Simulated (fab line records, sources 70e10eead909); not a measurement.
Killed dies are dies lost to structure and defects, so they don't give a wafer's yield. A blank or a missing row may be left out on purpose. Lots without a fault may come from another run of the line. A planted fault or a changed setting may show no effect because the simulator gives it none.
fab line records | flow nand_harc
record lots=7 wafers=21 last_day=33
route steps=1302 shown A_DECK1_JOINT@541 A_ONON_D2@545 END@1302
lots that met no fault: from a run of the same line without faults
start_h: hours from the record's first day to the start of the lot's first wafer shown | wait_h: hours since the lot's step before | " the same as in the row above | L1.1+2: a row that stands for several wafers | - no value, or no start given | * or withheld: withheld | < > ~ a bound
route shown NAME@n: a module of which the file shows steps, and the number in the route of the first | usual: mean/standard deviation of fault-free wafers | same: alike in all rows | chamber/n: place in a boat | sites: the reading at each site | _std_site: their standard deviation | _edge_site: outer sites' mean less inner sites' | radius_mm: how far each site lies from the wafer's centre | mask NAME#n: copy n | behind: the tool/chamber that last shaped the wafer | hold: why the lot was held/for how many hours/how that ended | device: the transistor (n, p or np) that didn't switch | end of line: the same wafers' tests at the end of the route | a step without rows: its recipe alone | killed: dies lost to structure and defects at the first sort, not the wafer's yield | map: a wafer's dies, x killed, . not, _ none there
set.NAME: the setting as run; set.NAME@STEP: as run at that earlier step | model.NAME: the simulator's own value behind a step, which no gauge read
lots at some steps of the route; a table a step, a row a wafer
services: from which hour (start_h, from the record's first day; less than 0 if before it) a tool's chamber was out of use, for how many hours, and why
## steps
# step NHARC_A_DECK1_JOINT_SRD_15
# step NHARC_A_DECK1_JOINT_DEP_16
# recipe target_thk_a=450 temp_c=400 pressure_torr=6.5 rf_w=900 teos_flow_sccm=161.4 flow_sccm=2650 target_thk_nm=45 gas=O2 material=SiO2
# usual heater_power_w=607/77 throttle_valve_pct=16.1/0.46
# columns lot.wafer tool chamber start_h wait_h heater_power_w throttle_valve_pct
L101.3 pecvd-02 2 278.94 0.1 574 15.5
L101.2 " 0 " " 630 16.1
L101.4 " 2 " " 566 15.7
L102.2 pecvd-04 2 284.48 0.1 639 15.6
L102.3 " 0 " " 540 16.1
L102.6 " 0 " " 541 15.9
L117.1 pecvd-02 2 431.29 0.1 641 16.4
L117.5 " 0 " " 636 16.2
L117.6 " 1 " " 564 17.0
L119.3 pecvd-04 0 446.88 0.1 637 16.6
L119.4 " 2 " " 676 15.8
L119.6 " 0 " " 635 16.4
L120.1 pecvd-04 0 467.18 0.1 611 16.5
L120.3 " 1 " " 729 16.1
L120.6 " 0 " " 636 16.5
L122.2 pecvd-04 1 504.74 0.1 760 16.4
L122.1 " 2 " " 555 15.5
L122.4 " 2 " " 549 15.4
L124.2 pecvd-02 1 516.55 0.1 568 16.7
L124.1 " 2 " " 563 16.1
L124.6 " 0 " " 524 16.2
# step NHARC_A_DECK1_JOINT_THK_MEAS_17
# recipe thk_meas_gauge=ellipsometry
# usual thk_nm=44.7/1.2
# columns lot.wafer tool chamber start_h wait_h thk_nm
L101.2 film_metro-01 - 279.22 0.2 45.6
L101.3 " - " " 43.7
L101.4 " - " " 46.1
L102.2 film_metro-01 - 284.76 0.3 44.5
L102.3 " - " " 45.1
L102.6 " - " " 44.4
L117.1 film_metro-02 - 431.60 0.3 45.8
L117.5 " - " " 46.2
L117.6 " - " " 44.6
L119.3 film_metro-02 - 447.11 0.2 46.4
L119.4 " - " " 45.1
L119.6 " - " " 46.6
L120.1 film_metro-02 - 467.43 0.2 44.3
L120.3 " - " " 44.6
L120.6 " - " " 44.9
L122.1 film_metro-01 - 504.99 0.2 43.5
L122.2 " - " " 44.9
L122.4 " - " " 45.8
L124.1 film_metro-01 - 516.80 0.2 44.3
L124.2 " - " " 46.8
L124.6 " - " " 46.6
# step NHARC_A_DECK1_JOINT_INSPECT_05
# usual raw_defect_count=339/130
# columns lot.wafer tool chamber start_h wait_h raw_defect_count
L101.2 defect_inspect-02 - 279.26 0.0 419
L101.3 " - " " 225
L101.4 " - " " 188
L102.2 defect_inspect-01 - 284.80 0.0 393
L102.3 " - " " 353
L102.6 " - " " 335
L117.1 defect_inspect-01 - 431.64 0.0 185
L117.5 " - " " 304
L117.6 " - " " 288
L119.3 defect_inspect-01 - 447.14 0.0 294
L119.4 " - " " 237
L119.6 " - " " 305
L120.1 defect_inspect-02 - 467.46 0.0 477
L120.3 " - " " 211
L120.6 " - " " 261
L122.1 defect_inspect-01 - 505.03 0.0 239
L122.2 " - " " 342
L122.4 " - " " 235
L124.1 defect_inspect-01 - 516.84 0.0 199
L124.2 " - " " 185
L124.6 " - " " 291
# step NHARC_A_ONON_D2_DEP_00
# recipe target_thk_a=10000 n2_flow_sccm=2750 n2o_flow_sccm=2000 nh3_flow_sccm=500 sih4_flow_sccm=210 temp_c=400
# step NHARC_A_ONON_D2_THK_MEAS_02
# recipe thk_meas_gauge=ellipsometry
# usual thk_nm=1003/7.7
# columns lot.wafer tool chamber start_h wait_h thk_nm
L101.2 film_metro-01 - 279.83 - 1004
L101.3 " - " " 1004
L101.4 " - " " 1003
L102.2 film_metro-02 - 285.37 - 995
L102.3 " - " " 997
L102.6 " - " " 996
L117.1 film_metro-02 - 432.21 - 1008
L117.5 " - " " 1009
L117.6 " - " " 1010
L119.3 film_metro-02 - 447.72 - 1000
L119.4 " - " " 999
L119.6 " - " " 1000
L120.1 film_metro-02 - 468.03 - 994
L120.3 " - " " 994
L120.6 " - " " 994
L122.1 film_metro-02 - 505.60 - 1011
L122.2 " - " " 1012
L122.4 " - " " 1012
L124.1 film_metro-01 - 517.44 - 998
L124.2 " - " " 999
L124.6 " - " " 999
# step NHARC_A_ONON_D2_DEP_03
# recipe target_thk_a=10000 n2_flow_sccm=2750 n2o_flow_sccm=2000 nh3_flow_sccm=500 sih4_flow_sccm=210 temp_c=400
# step NHARC_A_ONON_D2_THK_MEAS_05
# recipe thk_meas_gauge=ellipsometry
# usual thk_nm=1003/8
# columns lot.wafer tool chamber start_h wait_h thk_nm
L101.2 film_metro-02 - 280.40 - 1006
L101.3 " - " " 1006
L101.4 " - " " 1007
L102.2 film_metro-02 - 285.93 - 1003
L102.3 " - " " 1005
L102.6 " - " " 1003
L117.1 film_metro-02 - 432.78 - 993
L117.5 " - " " 993
L117.6 " - " " 991
L119.3 film_metro-02 - 448.29 - 1000
L119.4 " - " " 1000
L119.6 " - " " 1001
L120.1 film_metro-02 - 468.60 - 988
L120.3 " - " " 989
L120.6 " - " " 989
L122.1 film_metro-01 - 506.16 - 1012
L122.2 " - " " 1014
L122.4 " - " " 1014
L124.1 film_metro-01 - 518.03 - 1011
L124.2 " - " " 1009
L124.6 " - " " 1008
# step NHARC_A_ONON_D2_DEP_06
# recipe target_thk_a=10000 n2_flow_sccm=2750 n2o_flow_sccm=2000 nh3_flow_sccm=500 sih4_flow_sccm=210 temp_c=400
# step NHARC_A_ONON_D2_THK_MEAS_08
# recipe thk_meas_gauge=ellipsometry
# usual thk_nm=1000/8.9
# columns lot.wafer tool chamber start_h wait_h thk_nm
L101.2 film_metro-02 - 280.97 - 1014
L101.3 " - " " 1012
L101.4 " - " " 1013
L102.2 film_metro-01 - 286.50 - 987
L102.3 " - " " 988
L102.6 " - " " 988
L117.1 film_metro-02 - 433.35 - 1014
L117.5 " - " " 1014
L117.6 " - " " 1016
L119.3 film_metro-02 - 448.88 - 994
L119.4 " - " " 992
L119.6 " - " " 992
L120.1 film_metro-02 - 469.16 - 1014
L120.3 " - " " 1014
L120.6 " - " " 1013
L122.1 film_metro-01 - 506.72 - 1007
L122.2 " - " " 1005
L122.4 " - " " 1007
L124.1 film_metro-01 - 518.59 - 998
L124.2 " - " " 995
L124.6 " - " " 996
# step NHARC_A_ONON_D2_DEP_09
# recipe target_thk_a=10000 n2_flow_sccm=2750 n2o_flow_sccm=2000 nh3_flow_sccm=500 sih4_flow_sccm=210 temp_c=400
# step NHARC_A_ONON_D2_THK_MEAS_11
# recipe thk_meas_gauge=ellipsometry
# usual thk_nm=1001/9.2
# columns lot.wafer tool chamber start_h wait_h thk_nm
L101.2 film_metro-02 - 281.53 - 1009
L101.3 " - " " 1009
L101.4 " - " " 1009
L102.2 film_metro-01 - 287.07 - 989
L102.3 " - " " 989
L102.6 " - " " 989
L117.1 film_metro-02 - 433.91 - 992
L117.5 " - " " 991
L117.6 " - " " 993
L119.3 film_metro-02 - 449.45 - 984
L119.4 " - " " 985
L119.6 " - " " 985
L120.1 film_metro-02 - 469.73 - 1002
L120.3 " - " " 1004
L120.6 " - " " 1005
L122.1 film_metro-01 - 507.29 - 1008
L122.2 " - " " 1008
L122.4 " - " " 1008
L124.1 film_metro-01 - 519.16 - 990
L124.2 " - " " 991
L124.6 " - " " 990
# step NHARC_A_ONON_D2_DEP_12
# recipe target_thk_a=10000 n2_flow_sccm=2750 n2o_flow_sccm=2000 nh3_flow_sccm=500 sih4_flow_sccm=210 temp_c=400
# usual n2o_flow_sccm=1999/6.3
# columns lot.wafer tool chamber start_h wait_h n2o_flow_sccm
L101.2 pecvd_onon-03 0 281.65 0.1 1991
L101.3 " 0 " " 1986
L101.4 " 0 " " 1997
L102.2 pecvd_onon-01 0 287.18 0.1 2003
L102.3 " 0 " " 1997
L102.6 " 0 " " 2001
L117.1 pecvd_onon-03 0 433.97 0.1 1994
L117.5 " 0 " " 2004
L117.6 " 0 " " 2008
L119.3 pecvd_onon-03 0 449.62 0.2 2000
L119.4 " 0 " " 2009
L119.6 " 0 " " 1999
L120.1 pecvd_onon-03 0 469.79 0.1 2001
L120.3 " 0 " " 2008
L120.6 " 0 " " 1998
L122.1 pecvd_onon-02 0 507.34 0.1 2000
L122.2 " 0 " " 1994
L122.4 " 0 " " 2009
L124.1 pecvd_onon-02 0 519.21 0.1 1989
L124.2 " 0 " " 1992
L124.6 " 0 " " 1995
# step NHARC_A_ONON_D2_THK_MEAS_14
# recipe thk_meas_gauge=ellipsometry
# usual thk_nm=1001/10
# columns lot.wafer tool chamber start_h wait_h hold thk_nm
L101.2 film_metro-02 - 282.10 - - 1009
L101.3 " - " " - 1008
L101.4 " - " " - 1008
L102.2 film_metro-02 - 287.63 - - 997
L102.3 " - " " - 995
L102.6 " - " " - 997
L117.1 film_metro-02 - 434.48 - await_dispo/0.2h/release 649
L117.5 " - " " await_dispo/0.2h/release 649
L117.6 " - " " await_dispo/0.2h/release 648
L117.1 film_metro-02 - 434.65 0.2 - 650
L117.5 " - " " - 648
L117.6 " - " " - 649
L119.3 film_metro-02 - 450.02 - await_dispo/0.2h/release 697
L119.4 " - " " await_dispo/0.2h/release 697
L119.6 " - " " await_dispo/0.2h/release 698
L119.3 film_metro-02 - 450.19 0.2 - 697
L119.4 " - " " - 697
L119.6 " - " " - 698
L120.1 film_metro-02 - 470.30 - await_dispo/0.2h/release 662
L120.3 " - " " await_dispo/0.2h/release 661
L120.6 " - " " await_dispo/0.2h/release 661
L120.1 film_metro-02 - 470.47 0.2 - 662
L120.3 " - " " - 661
L120.6 " - " " - 660
L122.1 film_metro-01 - 507.86 - - 991
L122.2 " - " " - 991
L122.4 " - " " - 991
L124.1 film_metro-01 - 519.72 - - 989
L124.2 " - " " - 991
L124.6 " - " " - 989
# step NHARC_END_SORT_01
# recipe temp_c=25
# usual killed_at_array=54/21 killed_at_other=0.9/1.1 killed_at_periphery=3.5/2.5 killed_dies=58/21 killed_open=3.3/1.9 killed_short=2.6/1.8
# same gross_dies=677
# columns lot.wafer tool chamber start_h wait_h hold killed_at_array killed_at_other killed_at_periphery killed_dies killed_open killed_short
L102.2 prober-02 0 569.15 2.8 - 43 0 2 45 2 0
L102.3 prober-02 0 569.95 3.1 - 51 1 3 55 7 0
L102.6 prober-02 0 572.36 4.0 - 37 1 9 47 5 2
L101.2 prober-02 0 578.09 2.8 - 23 2 6 31 3 5
L101.3 prober-02 0 578.89 3.1 - 23 1 4 28 3 0
L101.4 prober-02 0 579.69 3.4 - 25 0 7 32 2 2
L120.1 prober-01 0 755.67 2.5 await_dispo/3.8h/scrap 673 2 2 677 1 2
L120.3 prober-01 0 757.27 3.1 await_dispo/3.8h/scrap 674 1 2 677 0 3
L120.6 prober-01 0 759.66 4.0 await_dispo/3.8h/scrap 673 0 4 677 1 1
L117.1 prober-01 0 760.28 2.5 await_dispo/3.8h/scrap 671 2 4 677 2 1
L117.5 prober-01 0 763.47 3.7 await_dispo/3.8h/scrap 675 2 0 677 1 2
L117.6 prober-01 0 764.26 4.0 await_dispo/3.8h/scrap 668 2 7 677 5 3
L119.3 prober-02 0 772.38 3.1 - 667 5 5 677 6 4
L119.4 prober-02 0 773.18 3.4 - 673 1 3 677 2 8
L119.6 prober-02 0 774.77 4.0 - 676 0 1 677 5 2
L122.1 prober-01 0 786.05 2.5 - 63 1 1 65 5 2
L122.2 prober-01 0 786.84 2.8 - 61 0 1 62 2 4
L122.4 prober-01 0 788.43 3.4 - 40 0 4 44 2 4
# killed by level:class
L102.2 A_CHANNEL_HOLE_D2:chamber_film_flake=32 A_CONTACT:chamber_film_flake=3 A_CHANNEL_HOLE_D1:chamber_film_flake=2 A_CHANNEL_FILL_D1:chamber_film_flake=2 A_WL_FILL:chamber_film_flake=2 P_M0:geometric_particle:open=1 A_ONON_D2:geometric_particle:open=1 P_CONTACT:chamber_film_flake=1
L102.3 A_CHANNEL_HOLE_D2:chamber_film_flake=30 A_CONTACT:chamber_film_flake=7 A_CHANNEL_FILL_D1:chamber_film_flake=5 A_SLIT:chamber_film_flake=3 A_ONON_D2:geometric_particle:open=2 P_M2:geometric_particle:open=1 A_CHANNEL_FILL_D1:geometric_particle:open=1 A_DECK1_JOINT:geometric_particle:open=1
L102.6 A_CHANNEL_HOLE_D2:chamber_film_flake=26 P_CONTACT:chamber_film_flake=4 A_CONTACT:chamber_film_flake=3 P_M0:geometric_particle:open=2 P_GATE:chamber_film_flake=2 A_CHANNEL_HOLE_D1:chamber_film_flake=2 A_CHANNEL_FILL_D1:chamber_film_flake=2 P_STI:geometric_particle:open=1
L101.2 A_CHANNEL_HOLE_D2:chamber_film_flake=6 A_CONTACT:chamber_film_flake=5 P_GATE:chamber_film_flake=3 A_CHANNEL_FILL_D1:geometric_particle:open=2 A_WL_FILL:geometric_particle:short=2 P_STI:chamber_film_flake=2 A_STAIRCASE:chamber_film_flake=2 HYBRID_BOND:chamber_film_flake=2
L101.3 A_STAIRCASE:chamber_film_flake=6 A_CHANNEL_HOLE_D2:chamber_film_flake=5 P_GATE:chamber_film_flake=4 A_CHANNEL_HOLE_D1:chamber_film_flake=4 A_DECK1_JOINT:geometric_particle:open=1 A_CHANNEL_FILL_D2:geometric_particle:open=1 A_WL_FILL:geometric_particle:open=1 A_ZERO_WELL:chamber_film_flake=1
L101.4 A_CHANNEL_HOLE_D2:chamber_film_flake=7 A_STAIRCASE:chamber_film_flake=6 P_GATE:chamber_film_flake=5 A_CHANNEL_HOLE_D1:chamber_film_flake=5 A_DECK1_JOINT:chamber_film_flake=2 A_CHANNEL_FILL_D2:geometric_particle:short=1 P_CONTACT:geometric_particle:open=1 P_M0:geometric_particle:open=1
L120.1 A_ONON_D2:area_dep=636 A_CHANNEL_HOLE_D1:chamber_film_flake=16 A_SLIT:chamber_film_flake=9 A_CONTACT:chamber_film_flake=8 THIN_TSV:chamber_film_flake=2 A_ONON_D2:geometric_particle:short=1 A_CHANNEL_HOLE_D2:geometric_particle:short=1 A_SGD_CUT:geometric_particle:open=1
L120.3 A_ONON_D2:area_dep=645 A_CHANNEL_HOLE_D1:chamber_film_flake=11 A_SLIT:chamber_film_flake=6 A_CONTACT:chamber_film_flake=6 A_STAIRCASE:chamber_film_flake=2 A_SOURCE_PLATE:geometric_particle:short=1 A_CHANNEL_HOLE_D1:geometric_particle:short=1 A_WL_FILL:geometric_particle:short=1
L120.6 A_ONON_D2:area_dep=652 A_CHANNEL_HOLE_D1:chamber_film_flake=9 A_SLIT:chamber_film_flake=4 A_CONTACT:chamber_film_flake=4 P_GATE:chamber_film_flake=2 A_CHANNEL_HOLE_D2:chamber_film_flake=2 P_M1:geometric_particle:open=1 A_SOURCE_PLATE:geometric_particle:short=1
L117.1 A_ONON_D2:area_dep=615 A_SLIT:chamber_film_flake=28 A_CHANNEL_HOLE_D2:chamber_film_flake=14 A_STAIRCASE:chamber_film_flake=4 A_CHANNEL_HOLE_D1:chamber_film_flake=3 A_DECK1_JOINT:chamber_film_flake=2 A_CONTACT:chamber_film_flake=2 THIN_TSV:chamber_film_flake=2
L117.5 A_ONON_D2:area_dep=605 A_SLIT:chamber_film_flake=30 A_CHANNEL_HOLE_D2:chamber_film_flake=22 A_CHANNEL_FILL_D2:chamber_film_flake=6 A_CHANNEL_HOLE_D1:chamber_film_flake=3 A_STAIRCASE:chamber_film_flake=2 A_CONTACT:chamber_film_flake=2 THIN_TSV:chamber_film_flake=2
L117.6 A_ONON_D2:area_dep=622 A_CHANNEL_HOLE_D2:chamber_film_flake=16 A_SLIT:chamber_film_flake=14 A_STAIRCASE:chamber_film_flake=5 P_CONTACT:chamber_film_flake=3 A_CHANNEL_HOLE_D1:chamber_film_flake=3 P_ZERO_WELL:chamber_film_flake=2 THIN_TSV:chamber_film_flake=2
L119.3 A_ONON_D2:area_dep=598 A_SLIT:chamber_film_flake=34 A_CHANNEL_HOLE_D1:chamber_film_flake=9 A_CONTACT:chamber_film_flake=9 P_BONDPAD:chamber_film_flake=5 A_STAIRCASE:chamber_film_flake=4 A_DECK1_JOINT:chamber_film_flake=3 THIN_TSV:chamber_film_flake=3
L119.4 A_ONON_D2:area_dep=624 A_SLIT:chamber_film_flake=17 A_CONTACT:chamber_film_flake=11 A_CHANNEL_HOLE_D1:chamber_film_flake=8 A_WL_FILL:geometric_particle:short=3 A_CHANNEL_FILL_D2:geometric_particle:short=2 P_BONDPAD:chamber_film_flake=2 A_SGD_CUT:chamber_film_flake=2
L119.6 A_ONON_D2:area_dep=616 A_SLIT:chamber_film_flake=33 A_CONTACT:chamber_film_flake=10 A_CHANNEL_HOLE_D1:chamber_film_flake=7 P_BONDPAD:chamber_film_flake=1 A_SOURCE_PLATE:geometric_particle:open=1 A_CHANNEL_HOLE_D1:geometric_particle:open=1 A_CHANNEL_HOLE_D1:geometric_particle:short=1
L122.1 A_CHANNEL_HOLE_D2:chamber_film_flake=25 A_SLIT:chamber_film_flake=17 A_CONTACT:chamber_film_flake=7 A_CHANNEL_HOLE_D1:chamber_film_flake=3 A_CHANNEL_FILL_D2:geometric_particle:open=2 A_WL_FILL:geometric_particle:open=2 A_CHANNEL_FILL_D2:chamber_film_flake=2 A_ONON_D2:geometric_particle:short=1
L122.2 A_CHANNEL_HOLE_D1:chamber_film_flake=17 A_SLIT:chamber_film_flake=14 A_CHANNEL_HOLE_D2:chamber_film_flake=12 A_CONTACT:chamber_film_flake=6 A_WL_FILL:geometric_particle:short=2 A_DECK1_JOINT:chamber_film_flake=2 A_STAIRCASE:chamber_film_flake=2 A_BLC:chamber_film_flake=2
L122.4 A_CHANNEL_HOLE_D2:chamber_film_flake=16 A_SLIT:chamber_film_flake=8 A_CONTACT:chamber_film_flake=6 A_CHANNEL_HOLE_D1:chamber_film_flake=4 P_STI:chamber_film_flake=2 P_CONTACT:geometric_particle:open=1 A_ONON_D1:geometric_particle:short=1 A_DECK1_JOINT:geometric_particle:short=1
# map L117.1 (x killed, . not)
____________x____________
_________xxxxxxx_________
_______xxxxxxxxxxx_______
______xxxxxxxxxxxxx______
_____xxxxxxxxxxxxxxx_____
____xxxxxxxxxxxxxxxxx____
____xxxxxxxxxxxxxxxxx____
___xxxxxxxxxxxxxxxxxxx___
___xxxxxxxxxxxxxxxxxxx___
__xxxxxxxxxxxxxxxxxxxxx__
__xxxxxxxxxxxxxxxxxxxxx__
_xxxxxxxxxxxxxxxxxxxxxxx_
_xxxxxxxxxxxxxxxxxxxxxxx_
_xxxxxxxxxxxxxxxxxxxxxxx_
_xxxxxxxxxxxxxxxxxxxxxxx_
_xxxxxxxxxxxxxxxxxxxxxxx_
xxxxxxxxxxxxxxxxxxxxxxxxx
xxxxxxxxxxxxxxxxxxxxxxxxx
xxxxxxxxxxxxxxxxxxxxxxxxx
xxxxxxxxxxxxxxxxxxxxxxxxx
xxxxxxxxxxxxxxxxxxxxxxxxx
_xxxxxxxxxxxxxxxxxxxxxxx_
_xxxxxxxxxxxxxxxxxxxxxxx_
_xxxxxxxxxxxxxxxxxxxxxxx_
_xxxxxxxxxxxxxxxxxxxxxxx_
_xxxxxxxxxxxxxxxxxxxxxxx_
__xxxxxxxxxxxxxxxxxxxxx__
__xxxxxxxxxxxxxxxxxxxxx__
___xxxxxxxxxxxxxxxxxxx___
___xxxxxxxxxxxxxxxxxxx___
____xxxxxxxxxxxxxxxxx____
____xxxxxxxxxxxxxxxxx____
_____xxxxxxxxxxxxxxx_____
______xxxxxxxxxxxxx______
_______xxxxxxxxxxx_______
_________xxxxxxx_________
____________x____________
# map L119.3 (x killed, . not)
____________x____________
_________xxxxxxx_________
_______xxxxxxxxxxx_______
______xxxxxxxxxxxxx______
_____xxxxxxxxxxxxxxx_____
____xxxxxxxxxxxxxxxxx____
____xxxxxxxxxxxxxxxxx____
___xxxxxxxxxxxxxxxxxxx___
___xxxxxxxxxxxxxxxxxxx___
__xxxxxxxxxxxxxxxxxxxxx__
__xxxxxxxxxxxxxxxxxxxxx__
_xxxxxxxxxxxxxxxxxxxxxxx_
_xxxxxxxxxxxxxxxxxxxxxxx_
_xxxxxxxxxxxxxxxxxxxxxxx_
_xxxxxxxxxxxxxxxxxxxxxxx_
_xxxxxxxxxxxxxxxxxxxxxxx_
xxxxxxxxxxxxxxxxxxxxxxxxx
xxxxxxxxxxxxxxxxxxxxxxxxx
xxxxxxxxxxxxxxxxxxxxxxxxx
xxxxxxxxxxxxxxxxxxxxxxxxx
xxxxxxxxxxxxxxxxxxxxxxxxx
_xxxxxxxxxxxxxxxxxxxxxxx_
_xxxxxxxxxxxxxxxxxxxxxxx_
_xxxxxxxxxxxxxxxxxxxxxxx_
_xxxxxxxxxxxxxxxxxxxxxxx_
_xxxxxxxxxxxxxxxxxxxxxxx_
__xxxxxxxxxxxxxxxxxxxxx__
__xxxxxxxxxxxxxxxxxxxxx__
___xxxxxxxxxxxxxxxxxxx___
___xxxxxxxxxxxxxxxxxxx___
____xxxxxxxxxxxxxxxxx____
____xxxxxxxxxxxxxxxxx____
_____xxxxxxxxxxxxxxx_____
______xxxxxxxxxxxxx______
_______xxxxxxxxxxx_______
_________xxxxxxx_________
____________x____________
## services
# columns tool chamber start_h hours kind
pecvd_onon-01 - 269.02 13.0 pm
pecvd-04 - 269.39 13.0 pm
pecvd-04 0 269.39 13.0 vent_cycle
pecvd-04 1 269.39 13.0 vent_cycle
pecvd-04 2 269.39 14.5 vent_cycle
pecvd-04 0 282.39 - clean
pecvd-04 1 282.39 - clean
pecvd_onon-02 - 366.43 13.0 pm
pecvd-04 2 385.57 4.8 repair
pecvd-02 2 390.50 13.8 repair
pecvd_onon-03 - 408.00 13.0 pm
pecvd-02 - 408.15 13.0 pm
pecvd-02 0 408.15 13.0 vent_cycle
pecvd-02 1 408.15 13.0 vent_cycle
pecvd-02 2 408.15 13.0 vent_cycle
pecvd_onon-01 - 450.02 13.0 pm
pecvd-04 - 450.39 13.0 pm
pecvd-04 0 450.39 13.0 vent_cycle
pecvd-04 1 450.39 13.0 vent_cycle
pecvd-04 2 450.39 13.0 vent_cycle
pecvd-04 0 463.39 - clean
pecvd-04 1 463.39 - clean
pecvd-04 2 463.39 - clean
pecvd-04 - 463.51 1.0 repair
## key
first_sign step=NHARC_A_ONON_D2_THK_MEAS_14 reading=visit direction=added
effect step=NHARC_A_ONON_D2_THK_MEAS_14 reading=thk_nm direction=down sigmas=32 usual=1001 struck=669
effect step=NHARC_END_SORT_01 reading=killed_dies direction=up sigmas=29 usual=58 struck=677
more_kills_born_at NHARC_A_ONON_D2_DEP_12@pecvd_onon-03=5613
met_at NHARC_A_ONON_D2_DEP_12
struck_wafers L117.1,L117.5,L117.6,L119.3,L119.4,L119.6,L120.1,L120.3,L120.6
later_rows_left_out L117.1,L117.5,L117.6,L119.3,L119.4,L119.6,L120.1,L120.3,L120.6
tester_left_out L117,L119,L120
onset_between 281.65 433.97
fault kind=process_parameter_drift tool=pecvd_onon-03 chamber=- onset_h=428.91 steps=NHARC_A_ONON_D2_DEP_12 channel=target_thk_a offset=* shape=step end_h=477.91 acts_in=* stated=*
# tester_left_out: of these lots the tester's yield and bins aren't shown, on N5 and GAA mostly nor the transistor test; their killed dies are dies lost to structure and defects alone, not to doping, threshold or leakage, so they don't give the yield
# later_rows_left_out: the simulator's readings of these wafers behind a module that went badly wrong aren't trusted and aren't shown, but for the sort
